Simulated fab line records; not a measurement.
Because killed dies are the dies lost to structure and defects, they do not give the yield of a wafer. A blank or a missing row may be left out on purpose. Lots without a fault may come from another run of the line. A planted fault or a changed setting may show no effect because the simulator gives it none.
Which tool was responsible? ; flow n5 finfet ; Sampling: 9 lots, 27 wafers, 3 of 1938 route steps

## WHAT EACH GAUGE READ, for each wafer
N5_BEOL_M6_INSPECT_30: inspects for defects (brightfield). Usual: 417 for raw defect count, sd 95.
lot;measured;on;raw defect count;flag
L129;day 8 19:51;defect inspect-02;451 384 295;
L131;day 9 08:19;defect inspect-02;308 358 274;
L132;day 9 15:34;defect inspect-01;312 367 437;
L138;day 10 20:57;defect inspect-02;699 767 320;
L147;day 13 13:46;defect inspect-02;356 393 381;
L148;day 13 13:35;defect inspect-02;521 458 415;
L150;day 14 09:54;defect inspect-02;671 546 323;
L149;day 14 19:06;defect inspect-01;354 325 349;
L151;day 14 23:35;defect inspect-02;434 522 486;

## TOOL THAT RAN EACH LOT (tool first, then ch and the chambers of the sampled wafers, then the start)
lot;N5_BEOL_M6_ETCH_62;N5_BEOL_M6_HM_OPEN_17
L129;rie diel-04 ch 0,1,3, day 8 18:44;rie metal-01 ch 0,1, day 8 18:56
L131;rie diel-03 ch 0,2,3, day 9 07:14;rie metal-02 ch 0,1, day 9 07:28
L132;rie diel-06 ch 0,1,3, day 9 14:35;rie metal-03 ch 0,1, day 9 14:48
L138;rie diel-03 ch 1,2,3, day 10 20:03;rie metal-03 ch 0,1, day 10 20:14
L147;rie diel-06 ch 1,2,3, day 13 11:59;rie metal-01 ch 0,1, day 13 12:12
L148;rie diel-04 ch 1,2, day 13 12:25;rie metal-03 ch 0,1, day 13 12:36
L150;rie diel-06 ch 0,2, day 14 04:58;rie metal-02 ch 0,1, day 14 05:09
L149;rie diel-06 ch 0,1,2, day 14 13:44;rie metal-02 ch 0,1, day 14 13:55
L151;rie diel-04 ch 0,1, day 14 22:36;rie metal-03 ch 0, day 14 22:47
- N5_BEOL_M6_ETCH_62: etches SOC in N2/H2, target depth 110 nm, overetch 22 nm, time 165 s.
- N5_BEOL_M6_HM_OPEN_17: chemistry Cl2/BCl3, target TiN, target depth 20 nm, overetch 6 nm.

## WHAT THE TOOLS THEMSELVES READ (means of the sampled wafers that have a number; where no wafer has one, the mark that the record gives instead)
N5_BEOL_M6_ETCH_62. Usual: chamber pressure mTorr 29.999 mTorr, standard deviation 0.027; drypump motor current A 5.5 A, standard deviation 0.37; oes product au 0.68 a.u., standard deviation 0.063; rf vpp V 524.1 V, standard deviation 2.5; showerhead plenum p Torr 2.55 Torr, standard deviation 0.082; throttle valve pct 17.8 %, standard deviation 0.32.
lot;tool;chamber pressure mTorr (mTorr);drypump motor current A (A);oes product au (a.u.);rf vpp V (V);showerhead plenum p Torr (Torr);throttle valve pct (%);flag
L129;rie diel-04;30.004;5.6;0.75;526.4;2.63;17.7;
L131;rie diel-03;30.020;5.4;0.77;525.2;2.60;17.8;
L132;rie diel-06;30.009;5.8;0.61;523.8;2.53;18.0;
L138;rie diel-03;29.989;5.7;0.77;525.6;2.60;17.7;
L147;rie diel-06;30.002;5.6;0.61;522.1;2.50;18.2;
L148;rie diel-04;30.003;5.7;0.72;524.9;2.58;17.6;
L150;rie diel-06;30.011;5.2;0.63;521.1;2.46;18.0;
L149;rie diel-06;30.000;5.3;0.62;521.1;2.46;18.0;
L151;rie diel-04;30.033;5.6;0.70;524.9;2.61;17.9;

N5_BEOL_M6_HM_OPEN_17. Usual: chamber pressure mTorr 10.000 mTorr, standard deviation 0.0089; drypump motor current A 5.7 A, standard deviation 0.53; oes product au 0.70 a.u., standard deviation 0.094; throttle valve pct 21.98 %, standard deviation 0.2.
lot;tool;chamber pressure mTorr (mTorr);drypump motor current A (A);oes product au (a.u.);throttle valve pct (%);flag
L129;rie metal-01;10.007;5.6;0.64;21.89;
L131;rie metal-02;10.001;5.2;0.70;21.99;
L132;rie metal-03;9.999;5.7;0.63;22.08;
L138;rie metal-03;9.997;5.9;0.79;22.01;
L147;rie metal-01;10.003;5.6;0.61;21.94;
L148;rie metal-03;9.999;5.7;0.75;21.83;
L150;rie metal-02;10.005;5.6;0.70;22.00;
L149;rie metal-02;9.995;5.2;0.68;21.98;
L151;rie metal-03;9.996;5.5;0.74;21.63;

## THE ANSWER, worked out from the rows above alone
Rule: lot off if the mean of its wafers having a number is beyond 3 standard deviations from the usual mean. Also off: a lot with no number at a reading for which 4 or more lots have one. The other lots that the step has rows for count as sound. After the gauges, taken in route order, come the tools' own readings; for these a lot's mean is taken, as printed above. At the first step where some lot is off, the reading lying furthest off is the one used; lots without a number count as furthest.
Across all readings shown, no lot is off: no conclusion can be drawn from this.

## WHAT THE SIMULATOR HAD PUT IN
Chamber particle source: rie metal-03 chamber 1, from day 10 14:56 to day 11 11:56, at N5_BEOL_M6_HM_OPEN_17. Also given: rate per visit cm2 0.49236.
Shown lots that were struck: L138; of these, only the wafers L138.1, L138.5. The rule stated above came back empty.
